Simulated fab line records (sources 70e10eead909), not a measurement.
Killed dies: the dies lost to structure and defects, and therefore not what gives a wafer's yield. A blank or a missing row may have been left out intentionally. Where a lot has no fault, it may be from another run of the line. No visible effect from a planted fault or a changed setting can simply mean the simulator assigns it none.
fab line records	flow nand-harc
record: lots: 6	wafers: 18	last-day: 24
route steps=1159 shown A_CONTACT@847 END@1159
lots with no fault: from the same line, run without faults
start-h: start of the lot's first displayed wafer, in hours after the record's first day	wait-h: hours elapsed since this lot's preceding step	" repeats the value in the row above	L1.1+2: a single row standing in for several wafers	- no value, or no start was given	* or withheld: withheld	< > ~ a bound
route shown NAME@n: NAME is a module with steps in the file, n the number in the route of the first one	usual: mean/standard deviation of fault-free wafers	same: alike in all rows	chamber/n: place in a boat	sites: each site's reading	_std_site: how widely they spread, as a standard deviation	_edge_site: mean of outer sites minus mean of inner sites	radius-mm: for every site, how far away it sits from the centre of the wafer	mask NAME#n: copy n	behind: the tool/chamber that last shaped the wafer	hold: what put the lot on hold/how long, in hours/how the hold closed	device: the transistor (n, p or np) that didn't switch	end of line: tests of these same wafers at the route's end	for a step that has no rows: nothing shown but its recipe	killed: dies that structure and defects cost at the first sort, which is not the same as the wafer's yield	map: per-die view of a wafer (x killed, . not killed, _ where there is no die)
set.NAME: the setting the step ran with; set.NAME@STEP: the setting that earlier step ran with	model.NAME: the simulator's own value behind a step, which no gauge read
a table for each step, a row for each wafer; lots at some steps of the route
services: from which hour (start-h, from the record's first day; less than 0 if before it) a tool's chamber was out of use, for how many hours, and why
== steps ==
step: NHARC_A_CONTACT_COAT_35
recipe: temp-c: 225	time-s: 65
step: NHARC_A_CONTACT_COAT_36
recipe: spin-rpm: 1500	resist-thk-nm: 90
step: NHARC_A_CONTACT_SOFTBAKE_37
recipe: temp-c: 105	time-s: 55
step: NHARC_A_CONTACT_EBR_38
step: NHARC_A_CONTACT_EXPOSE_39
recipe: na: 1.35	sigma-outer: 0.8	dose-mj: 58.79	mask-id: A_CC_3
step: NHARC_A_CONTACT_PEB_40
recipe: peb-temp-c: 100	peb-time-s: 65
step: NHARC_A_CONTACT_DEVELOP_41
recipe: develop-time-s: 35	dev-temp-c: 23
step: NHARC_A_CONTACT_CD_MEAS_42
recipe: target-cd-nm: 200	landing-energy-ev: 500
usual: cd-nm: 200.2/0.61
lot.wafer	tool	chamber	start-h	wait-h	cd-nm
L730.2	cd-sem-02	0	380.28	-	199.6
L730.3	"	0	"	"	200.1
L730.5	"	0	"	"	200.1
L733.3	cd-sem-03	0	388.81	-	201.1
L733.4	"	0	"	"	201.4
L733.6	"	0	"	"	201.7
L731.1	cd-sem-03	0	394.52	-	200.1
L731.2	"	0	"	"	200.3
L731.4	"	0	"	"	199.6
L734.4	cd-sem-02	0	422.57	-	198.7
L734.5	"	0	"	"	200.1
L734.6	"	0	"	"	199.9
L747.1	cd-sem-02	0	492.90	-	199.4
L747.3	"	0	"	"	199.9
L747.6	"	0	"	"	200.8
L751.2	cd-sem-03	0	507.80	-	200.7
L751.3	"	0	"	"	199.9
L751.4	"	0	"	"	200.6
step: NHARC_A_CONTACT_OVL_MEAS_43
usual: overlay-x-nm: -0.1/0.9	overlay-y-nm: 0.1/0.9
lot.wafer	tool	chamber	start-h	wait-h	overlay-x-nm	overlay-y-nm
L730.2	overlay-02	-	380.37	-	0.7	0.1
L730.3	"	-	"	"	1.0	0.5
L730.5	"	-	"	"	0.9	1.3
L733.3	overlay-01	-	388.89	-	1.2	-1.7
L733.4	"	-	"	"	1.6	-1.6
L733.6	"	-	"	"	1.7	-1.6
L731.1	overlay-01	-	394.61	-	-0.5	-0.2
L731.2	"	-	"	"	-0.5	0.0
L731.4	"	-	"	"	-0.4	0.0
L734.4	overlay-01	-	422.65	-	1.6	1.1
L734.5	"	-	"	"	1.4	1.3
L734.6	"	-	"	"	1.5	0.6
L747.1	overlay-01	-	492.99	-	-0.6	-0.8
L747.3	"	-	"	"	-0.8	-0.6
L747.6	"	-	"	"	-0.9	-0.9
L751.2	overlay-01	-	507.89	-	2.0	-0.9
L751.3	"	-	"	"	1.8	-0.9
L751.4	"	-	"	"	1.4	-0.6
step: NHARC_A_CONTACT_INSPECT_44
usual: raw-defect-count: 29/14
lot.wafer	tool	chamber	start-h	wait-h	raw-defect-count
L730.2	defect-inspect-02	-	380.40	0.0	32
L730.3	"	-	"	"	17
L730.5	"	-	"	"	42
L733.3	defect-inspect-01	-	388.93	0.0	21
L733.4	"	-	"	"	18
L733.6	"	-	"	"	15
L731.1	defect-inspect-01	-	394.65	0.0	31
L731.2	"	-	"	"	25
L731.4	"	-	"	"	32
L734.4	defect-inspect-01	-	422.69	0.0	19
L734.5	"	-	"	"	33
L734.6	"	-	"	"	21
L747.1	defect-inspect-01	-	493.03	0.0	42
L747.3	"	-	"	"	45
L747.6	"	-	"	"	56
L751.2	defect-inspect-01	-	507.92	0.0	38
L751.3	"	-	"	"	38
L751.4	"	-	"	"	38
step: NHARC_A_CONTACT_DESCUM_47
recipe: time-s: 3	o2-flow-sccm: 200	ar-flow-sccm: 0	bias-power-w: 0	chemistry: O2
usual: drypump-motor-current-A: 5.8/0.45	oes-product-au: 0.998/0.011	rf-vpp-V: 57.6/0.95	showerhead-plenum-p-Torr: 1.88/0.091	throttle-valve-pct: 11.313/0.0084
lot.wafer	tool	chamber	start-h	wait-h	drypump-motor-current-A	oes-product-au	rf-hours-counter-h	rf-vpp-V	showerhead-plenum-p-Torr	throttle-valve-pct
L730.2	rie-diel-08	1	380.47	0.1	6.0	1.003	26	57.9	1.79	11.326
L730.3	"	2	"	"	5.0	0.981	26	56.1	1.81	11.311
L730.5	"	1	"	"	6.0	1.007	-	56.5	1.79	11.308
L733.4	rie-diel-03	2	388.99	0.1	5.8	1.006	30	57.2	1.92	11.315
L733.3	"	1	"	"	5.3	1.005	29	58.9	2.04	11.310
L733.6	"	2	"	"	5.8	1.013	-	58.3	1.92	11.317
L731.2	rie-diel-08	1	394.71	0.1	6.0	1.013	33	58.5	1.78	11.327
L731.1	"	2	"	"	5.0	1.006	33	58.1	1.80	11.316
L731.4	"	3	"	"	5.3	1.017	32	57.4	1.77	11.329
L734.4	rie-diel-03	2	422.77	0.1	5.8	0.993	3	56.9	1.92	11.302
L734.6	"	3	"	"	6.5	1.000	-	57.8	1.82	11.311
L734.5	"	0	"	"	5.9	1.010	-	59.3	1.86	11.322
L747.1	rie-diel-13	3	493.10	0.1	6.1	0.975	12	57.2	2.03	11.328
L747.3	"	1	"	"	6.0	0.994	10	57.7	1.84	11.308
L747.6	"	2	"	"	5.0	0.992	-	58.0	1.85	11.310
L751.2	rie-diel-03	0	507.98	0.1	5.8	0.994	15	58.2	1.85	11.323
L751.3	"	1	"	"	5.4	1.012	20	57.8	2.04	11.312
L751.4	"	3	"	"	6.5	0.996	20	57.2	1.81	11.316
step: NHARC_A_CONTACT_ETCH_48
recipe: target-depth-a: 390	over-etch-frac: 0.3	time-s: 65	ion-energy-ev: 80	cf4-flow-sccm: 150	ar-flow-sccm: 0	rf-w: 300	bias-w: 100	chemistry: CF4
usual: drypump-motor-current-A: 5.8/0.44	oes-product-au: 0.998/0.012	rf-vpp-V: 151.0/1.3	run-length-s: 86.0/0.32	showerhead-plenum-p-Torr: 1.74/0.08	throttle-valve-pct: 13.283/0.0091
lot.wafer	tool	chamber	start-h	wait-h	drypump-motor-current-A	oes-product-au	rf-hours-counter-h	rf-vpp-V	run-length-s	showerhead-plenum-p-Torr	throttle-valve-pct
L730.2	rie-diel-08	1	380.83	0.4	6.0	1.016	27	150.0	86.1	1.66	13.282
L730.3	"	2	"	"	5.0	0.983	27	151.6	86.3	1.68	13.294
L730.5	"	0	"	"	5.4	0.996	-	149.7	86.1	1.69	13.296
L733.4	rie-diel-03	1	389.08	0.1	5.4	1.000	29	153.1	85.8	1.88	13.270
L733.3	"	0	"	"	5.9	0.993	30	150.5	85.9	1.72	13.300
L733.6	"	2	"	"	5.8	0.992	-	152.2	85.6	1.78	13.286
L731.2	rie-diel-08	1	394.83	0.1	6.0	1.022	33	150.0	85.8	1.66	13.278
L731.1	"	2	"	"	5.0	0.985	33	149.5	86.8	1.67	13.283
L731.4	"	0	"	"	5.4	0.994	28	150.1	86.1	1.68	13.281
L734.4	rie-diel-03	0	422.84	0.1	5.8	0.982	2	151.8	86.1	1.72	13.299
L734.6	"	2	"	"	5.8	0.993	-	151.2	85.8	1.78	13.268
L734.5	"	3	"	"	6.5	1.000	-	148.0	86.0	1.69	13.272
L747.3	rie-diel-13	0	493.17	0.1	6.2	0.979	13	148.6	85.8	1.66	13.266
L747.1	"	1	"	"	6.0	0.997	10	150.9	86.4	1.71	13.288
L747.6	"	1	"	"	6.0	0.995	-	150.6	86.6	1.71	13.270
L751.3	rie-diel-03	0	508.07	0.1	5.8	0.988	15	150.3	86.1	1.72	13.288
L751.4	"	1	"	"	5.4	1.010	20	153.2	86.0	1.87	13.295
L751.2	"	3	"	"	6.5	1.003	20	150.7	86.3	1.68	13.272
step: NHARC_A_CONTACT_ETCH_49
recipe: target-depth-a: 2600	over-etch-frac: 0.3	time-s: 475.3	ion-energy-ev: 200	n2-flow-sccm: 150	h2-flow-sccm: 150	ar-flow-sccm: 0	rf-w: 400	bias-w: 150	chemistry: N2/H2
usual: drypump-motor-current-A: 5.8/0.45	oes-product-au: 0.998/0.011	rf-vpp-V: 429.5/2.7	run-length-s: 496.3/0.36	showerhead-plenum-p-Torr: 2.00/0.099	throttle-valve-pct: 14.170/0.0088
lot.wafer	tool	chamber	start-h	wait-h	drypump-motor-current-A	oes-product-au	rf-hours-counter-h	rf-vpp-V	run-length-s	showerhead-plenum-p-Torr	throttle-valve-pct
L730.3	rie-diel-08	3	380.93	-	5.3	1.017	26	427.5	496.7	1.88	14.180
L730.2	"	0	"	"	5.4	0.988	23	428.4	496.7	1.93	14.152
L730.5	"	3	"	"	5.3	1.012	-	426.4	497.2	1.88	14.158
L733.3	rie-diel-03	2	389.20	-	5.9	0.997	30	431.1	379.3	2.05	14.163
L733.4	"	0	"	"	5.9	0.997	30	428.4	496.0	1.98	14.169
L733.6	"	1	"	"	5.4	0.996	-	433.6	496.1	2.18	14.161
L731.4	rie-diel-08	1	394.93	-	6.0	1.006	33	426.9	496.5	1.90	14.157
L731.1	"	2	"	"	5.0	0.992	33	426.3	496.8	1.92	14.177
L731.2	"	0	"	"	5.4	0.994	28	428.0	497.0	1.93	14.178
L734.4	rie-diel-03	0	422.99	-	5.8	1.004	2	428.4	496.3	1.98	14.178
L734.5	"	2	"	"	5.8	0.982	-	429.7	379.9	2.05	14.174
L734.6	"	3	"	"	6.5	1.000	-	427.8	496.7	1.93	14.183
L747.3	rie-diel-13	3	493.27	-	6.1	0.970	12	434.0	496.2	2.17	14.173
L747.1	"	1	"	"	6.0	0.997	11	428.3	496.6	1.96	14.158
L747.6	"	3	"	"	6.1	0.977	-	434.8	496.3	2.17	14.172
L751.3	rie-diel-03	3	508.16	-	6.5	0.997	20	427.3	496.6	1.93	14.186
L751.4	"	0	"	"	5.9	1.000	15	429.4	496.4	1.97	14.169
L751.2	"	1	"	"	5.4	1.004	20	433.9	496.1	2.17	14.176
step: NHARC_A_CONTACT_ETCH_50
recipe: target-depth-a: 847	time-s: 42.4	cf4-flow-sccm: 100	chf3-flow-sccm: 30	ar-flow-sccm: 0	rf-w: 500	bias-w: 200	chemistry: CF4/CHF3
usual: drypump-motor-current-A: 5.8/0.45	oes-product-au: 0.951/0.021	rf-vpp-V: 369.7/2.6	run-length-s: 63.4/0.39	showerhead-plenum-p-Torr: 1.55/0.072	throttle-valve-pct: 16.803/0.0086
lot.wafer	tool	chamber	start-h	wait-h	drypump-motor-current-A	oes-product-au	rf-hours-counter-h	rf-vpp-V	run-length-s	showerhead-plenum-p-Torr	throttle-valve-pct
L730.2	rie-diel-08	2	-	-	5.0	0.951	29	367.3	63.5	1.49	16.789
L730.3	"	0	"	"	5.4	0.936	24	368.2	63.6	1.50	16.800
L730.5	"	1	"	"	6.0	0.958	-	366.0	63.2	1.47	16.810
L733.4	rie-diel-03	1	-	-	5.4	0.965	29	374.5	63.3	1.67	16.795
L733.3	"	2	"	"	5.8	0.966	31	370.9	63.5	1.58	16.789
L733.6	"	0	"	"	5.9	0.966	-	371.1	63.2	1.53	16.805
L731.2	rie-diel-08	2	-	-	5.0	0.925	33	367.7	64.0	1.49	16.796
L731.4	"	3	"	"	5.3	0.937	32	367.4	64.0	1.46	16.802
L731.1	"	1	"	"	6.0	0.932	33	368.3	63.4	1.47	16.807
L734.4	rie-diel-03	2	-	-	5.8	0.964	3	371.6	63.3	1.58	16.813
L734.6	"	1	"	"	5.4	0.972	-	375.3	63.5	1.67	16.813
L734.5	"	2	"	"	5.8	0.979	-	369.4	62.7	1.58	16.813
L747.1	rie-diel-13	3	-	-	6.1	0.939	13	373.4	63.6	1.67	16.801
L747.3	"	1	"	"	6.0	0.967	11	368.8	63.5	1.52	16.808
L747.6	"	0	"	"	6.2	0.972	-	368.2	63.4	1.48	16.804
L751.4	rie-diel-03	3	-	-	6.5	0.969	20	369.2	63.8	1.49	16.802
L751.3	"	0	"	"	5.9	0.961	15	368.1	62.9	1.53	16.808
L751.2	"	1	"	"	5.4	0.975	20	373.0	63.0	1.67	16.811
step: NHARC_END_SORT_01
recipe: temp-c: 25
usual: killed-at-array: 27/11	killed-at-other: 0.7/1.1	killed-at-periphery: 3.6/2.4	killed-dies: 32/11	killed-open: 3.3/1.8	killed-short: 2.1/1.5
same: gross-dies: 677
lot.wafer	tool	chamber	start-h	wait-h	killed-at-array	killed-at-other	killed-at-periphery	killed-dies	killed-open	killed-short
L730.2	prober-02	0	460.89	2.8	21	0	8	29	2	1
L730.3	prober-02	0	461.70	3.1	21	1	2	24	3	1
L730.5	prober-02	0	463.32	3.7	34	2	10	46	6	0
L733.3	prober-01	0	463.85	3.1	96	0	6	102	4	2
L733.4	prober-01	0	464.65	3.4	14	0	6	20	3	6
L733.6	prober-01	0	466.24	4.0	22	0	4	26	3	2
L731.1	prober-02	0	468.42	2.5	22	0	5	27	2	3
L731.2	prober-02	0	469.21	2.8	33	0	1	34	4	2
L731.4	prober-02	0	470.78	3.4	31	1	1	33	1	3
L734.5	prober-02	0	513.14	3.7	154	0	3	157	4	3
L751.2	prober-01	0	574.63	2.8	36	0	4	40	2	2
L751.3	prober-01	0	575.42	3.1	26	1	3	30	1	2
L751.4	prober-01	0	576.21	3.4	26	0	2	28	3	1
killed by level:class
L730.2 A_CHANNEL_HOLE_D1:chamber-film-flake=8 A_SLIT:chamber-film-flake=7 P_CONTACT:chamber-film-flake=6 A_ZERO_WELL:chamber-film-flake=2 A_STAIRCASE:chamber-film-flake=2 P_STI:geometric-particle:open=1 P_CONTACT:geometric-particle:open=1 A_WL_FILL:geometric-particle:short=1
L730.3 A_CHANNEL_HOLE_D1:chamber-film-flake=7 A_SLIT:chamber-film-flake=6 A_CONTACT:chamber-film-flake=3 P_CONTACT:geometric-particle:open=1 A_CHANNEL_FILL_D1:geometric-particle:short=1 A_WL_FILL:geometric-particle:open=1 A_CONTACT:geometric-particle:open=1 P_CONTACT:chamber-film-flake=1
L730.5 A_CHANNEL_HOLE_D1:chamber-film-flake=14 A_SLIT:chamber-film-flake=12 P_CONTACT:chamber-film-flake=7 A_ZERO_WELL:chamber-film-flake=2 THIN_TSV:chamber-film-flake=2 P_CONTACT:geometric-particle:open=1 P_M0:geometric-particle:open=1 P_M1:geometric-particle:open=1
L733.3 A_CONTACT:area-etch=70 A_CHANNEL_HOLE_D1:chamber-film-flake=14 A_CONTACT:chamber-film-flake=5 P_ZERO_WELL:chamber-film-flake=4 A_STAIRCASE:chamber-film-flake=2 P_CONTACT:geometric-particle:open=1 P_M2:geometric-particle:open=1 A_CHANNEL_HOLE_D1:geometric-particle:open=1
L733.4 A_CHANNEL_HOLE_D1:chamber-film-flake=5 A_STAIRCASE:chamber-film-flake=3 A_CONTACT:chamber-film-flake=3 P_CONTACT:geometric-particle:short=2 P_M0:geometric-particle:open=2 P_M0:geometric-particle:short=1 P_M1:geometric-particle:open=1 A_ONON_D1:geometric-particle:short=1
L733.6 A_CHANNEL_HOLE_D1:chamber-film-flake=11 A_CONTACT:chamber-film-flake=5 P_BONDPAD:chamber-film-flake=2 A_STAIRCASE:chamber-film-flake=2 P_GATE:geometric-particle:open=1 P_CONTACT:geometric-particle:short=1 A_ONON_D1:geometric-particle:open=1 A_WL_FILL:geometric-particle:short=1
L731.1 A_CHANNEL_HOLE_D1:chamber-film-flake=10 A_SLIT:chamber-film-flake=6 P_ZERO_WELL:chamber-film-flake=2 A_STAIRCASE:chamber-film-flake=2 P_GATE:geometric-particle:short=1 P_GATE:geometric-particle:open=1 P_CONTACT:geometric-particle:short=1 A_WL_FILL:geometric-particle:short=1
L731.2 A_CHANNEL_HOLE_D1:chamber-film-flake=13 A_SLIT:chamber-film-flake=8 A_CONTACT:chamber-film-flake=3 A_WL_FILL:geometric-particle:open=2 A_STAIRCASE:chamber-film-flake=2 A_SOURCE_PLATE:geometric-particle:short=1 A_CHANNEL_FILL_D1:geometric-particle:open=1 A_SGD_CUT:geometric-particle:short=1
L731.4 A_SLIT:chamber-film-flake=11 A_CHANNEL_HOLE_D1:chamber-film-flake=10 A_STAIRCASE:chamber-film-flake=3 A_WL_FILL:geometric-particle:short=2 A_CONTACT:chamber-film-flake=2 A_CONTACT:geometric-particle:open=1 A_M1:geometric-particle:short=1 P_CONTACT:chamber-film-flake=1
L734.5 A_CONTACT:area-etch=121 A_CHANNEL_HOLE_D1:chamber-film-flake=20 A_STAIRCASE:chamber-film-flake=4 A_CONTACT:geometric-particle:open=3 A_CONTACT:chamber-film-flake=3 P_M0:geometric-particle:short=1 P_M0:geometric-particle:open=1 A_SOURCE_PLATE:geometric-particle:short=1
L751.2 A_SLIT:chamber-film-flake=24 A_CHANNEL_HOLE_D1:chamber-film-flake=6 P_GATE:chamber-film-flake=3 A_WL_FILL:geometric-particle:short=2 A_SLIT:geometric-particle:open=1 A_WL_FILL:geometric-particle:open=1 P_ZERO_WELL:chamber-film-flake=1 A_ZERO_WELL:chamber-film-flake=1
L751.3 A_SLIT:chamber-film-flake=18 A_CHANNEL_HOLE_D1:chamber-film-flake=4 P_GATE:chamber-film-flake=2 P_GATE:geometric-particle:short=1 A_ONON_D1:geometric-particle:open=1 A_ONON_D1:geometric-particle:short=1 A_STAIRCASE:chamber-film-flake=1 A_WL_FILL:chamber-film-flake=1
L751.4 A_SLIT:chamber-film-flake=12 A_CHANNEL_HOLE_D1:chamber-film-flake=7 P_GATE:chamber-film-flake=2 A_SOURCE_PLATE:geometric-particle:short=1 A_WL_FILL:geometric-particle:open=1 A_CONTACT:geometric-particle:open=1 A_M0:geometric-particle:open=1 A_ZERO_WELL:chamber-film-flake=1
map L733.3 (x killed, . not)
____________.____________
_________......._________
_______..........._______
______.xx..........______
_____x....x...x....._____
____..x..............____
____............x....____
___x......x..........x___
___...xx.x..x.x.x.....___
__...............x.....__
__..........x...x......__
_x........x............._
_.x.x............xx....._
_.xx.....x......x......._
_....x...xx............._
_.....x..xx.x..x........_
....xx....x..............
xx..x.xx........x....x...
....x.x......x.....x...x.
x..x....x.x..............
......x.....x......x.....
_.xx....x.........x....._
_........xx......x...x.._
_x...x..xx.x............_
_.x....................._
_..x...................._
__.........x.....x.....__
__.......x...x.x.x.....__
___..........xxx....x.___
___.....x......x......___
____........xx.xx....____
____.....x....x..x...____
_____....x....xx..x._____
______...xx.....x..______
_______..........x_______
_________.x....._________
____________.____________
map L734.5 (x killed, . not)
____________x____________
_________.x.x.xx_________
_______xx..xx..x.x_______
______.xx.xx.....x.______
_____...x.x.xx.x...._____
____x.x............x.____
____x..x............x____
___x...........x..x.x.___
___x.......x.....x...x___
__x..xx......x......x..__
__.x..............x....__
_...................x.x._
_x........x...........xx_
_xx.xx.x..........x..xx._
_.................xx...x_
_................x....xx_
x.................x.....x
.......x...........x....x
.x...x..................x
...................x....x
....x.....x.............x
_x........x............x_
_x.............x......xx_
_x....................xx_
_..............x......xx_
_xx.xx.................._
__xx..........x.......x__
__x...x......x.xxxx..xx__
___x..........xxx.x.xx___
___x.x.........xx..x.x___
____xx..........x.xxx____
____.xxx.x....xxxx..x____
_____.x.x.......xxx._____
______x..x.x..xxx.x______
_______xxx.x...x.x_______
_________xxxxx.._________
____________.____________
== services ==
tool	chamber	start-h	hours	kind
rie-diel-03	0	371.31	-	clean
rie-diel-03	1	371.31	-	clean
rie-diel-03	2	371.31	-	clean
rie-diel-03	3	371.31	-	clean
rie-diel-03	-	392.31	9.0	pm
rie-diel-03	0	392.31	9.0	vent-cycle
rie-diel-03	1	392.31	9.0	vent-cycle
rie-diel-03	2	392.31	9.0	vent-cycle
rie-diel-03	3	392.31	9.0	vent-cycle
rie-diel-03	0	401.31	-	clean
rie-diel-03	1	401.31	-	clean
rie-diel-03	2	401.31	-	clean
rie-diel-03	2	401.31	-	consumable-replace:focus-ring
rie-diel-03	3	401.31	-	clean
rie-diel-03	0	425.81	-	clean
rie-diel-03	1	425.81	-	clean
rie-diel-03	2	425.81	-	clean
rie-diel-03	3	425.81	-	clean
rie-diel-03	0	443.50	13.9	repair
rie-diel-03	1	450.51	-	clean
rie-diel-13	-	453.05	9.0	pm
rie-diel-03	3	454.87	3.4	repair
rie-diel-08	-	478.98	9.0	pm
rie-diel-13	3	489.67	2.4	repair
== key ==
first-sign: step: NHARC_A_CONTACT_ETCH_49	reading: run-length-s	direction: down	sigmas: 99+	usual: *	struck: *
effect: step: NHARC_END_SORT_01	reading: killed-at-array	direction: up	sigmas: 9	usual: 27	struck: 125
more-kills-born-at: NHARC_A_CONTACT_ETCH_49@rie-diel-03: 191
met-at NHARC_A_CONTACT_ETCH_49
struck-wafers L733.3,L734.5
tester-left-out L733,L734
fault: kind: process-parameter-drift	tool: rie-diel-03	chamber: 2	onset-h: 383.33	steps: NHARC_A_CONTACT_ETCH_49	channel: time-s	offset: *	shape: step	end-h: 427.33	acts-in: *	stated: *
tester-left-out: of these lots the tester's yield and bins aren't shown, on N5 and GAA mostly nor the transistor test; their killed dies are dies lost to structure and defects alone, not to doping, threshold or leakage, so they don't give the yield
